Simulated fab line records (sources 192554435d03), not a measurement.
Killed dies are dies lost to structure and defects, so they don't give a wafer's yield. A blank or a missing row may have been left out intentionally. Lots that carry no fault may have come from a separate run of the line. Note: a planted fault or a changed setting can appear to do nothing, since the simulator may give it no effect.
Chamber matching :: flow n5Finfet :: rieDiel-01 running N5_BEOL_M7_STRIP_19: 4 sister chambers
The step strips in O2. 4 wafers are shown with their chamber, then 12 later ones without.

## WAFERS PAIRED WITH THEIR CHAMBERS
wafer: L085.4
chamber: 1
drypumpMotorCurrentA (A): 6.0

wafer: L088.1
chamber: 0
drypumpMotorCurrentA (A): 5.1

wafer: L088.2
chamber: 3
drypumpMotorCurrentA (A): 6.2

wafer: L088.4
chamber: 2
drypumpMotorCurrentA (A): 5.6

## WAFERS WITH NO CHAMBER GIVEN
wafer: L092.1
drypumpMotorCurrentA (A): 5.6

wafer: L092.2
drypumpMotorCurrentA (A): 5.1

wafer: L092.4
drypumpMotorCurrentA (A): 6.2

wafer: L094.4
drypumpMotorCurrentA (A): 6.2

wafer: L094.5
drypumpMotorCurrentA (A): 5.1

wafer: L094.6
drypumpMotorCurrentA (A): 6.0

wafer: L093.1
drypumpMotorCurrentA (A): 5.1

wafer: L093.4
drypumpMotorCurrentA (A): 5.9

wafer: L093.5
drypumpMotorCurrentA (A): 5.6

wafer: L097.1
drypumpMotorCurrentA (A): 5.6

wafer: L097.2
drypumpMotorCurrentA (A): 6.2

wafer: L097.6
drypumpMotorCurrentA (A): 5.6

## EACH ONE'S CHAMBER
wafer: L092.1
from the rows above: 2
in truth: 2

wafer: L092.2
from the rows above: 0
in truth: 0

wafer: L092.4
from the rows above: 3
in truth: 3

wafer: L094.4
from the rows above: 3
in truth: 3

wafer: L094.5
from the rows above: 0
in truth: 0

wafer: L094.6
from the rows above: 1
in truth: 1

wafer: L093.1
from the rows above: 0
in truth: 0

wafer: L093.4
from the rows above: 1
in truth: 1

wafer: L093.5
from the rows above: 2
in truth: 2

wafer: L097.1
from the rows above: 2
in truth: 2

wafer: L097.2
from the rows above: 3
in truth: 3

wafer: L097.6
from the rows above: 2
in truth: 2
Correctly placed: 12 of 12. Left unplaced by these rows: 0. 0 placed wrongly.
How it was worked out, from the rows above alone: a wafer's distance from a chamber is the root of the sum, over the readings, of the square of ((its reading less the chamber's mean) divided by the reading's scatter). If the next closest chamber is less than 2 further off than the closest, the wafer can't be placed; otherwise it belongs to the closest. For every chamber, the mean is computed from those of its wafers that are shown. The scatter (one wafer shown for each chamber): square how far every hidden wafer sits from the nearest shown wafer, average those squares and take the square root.
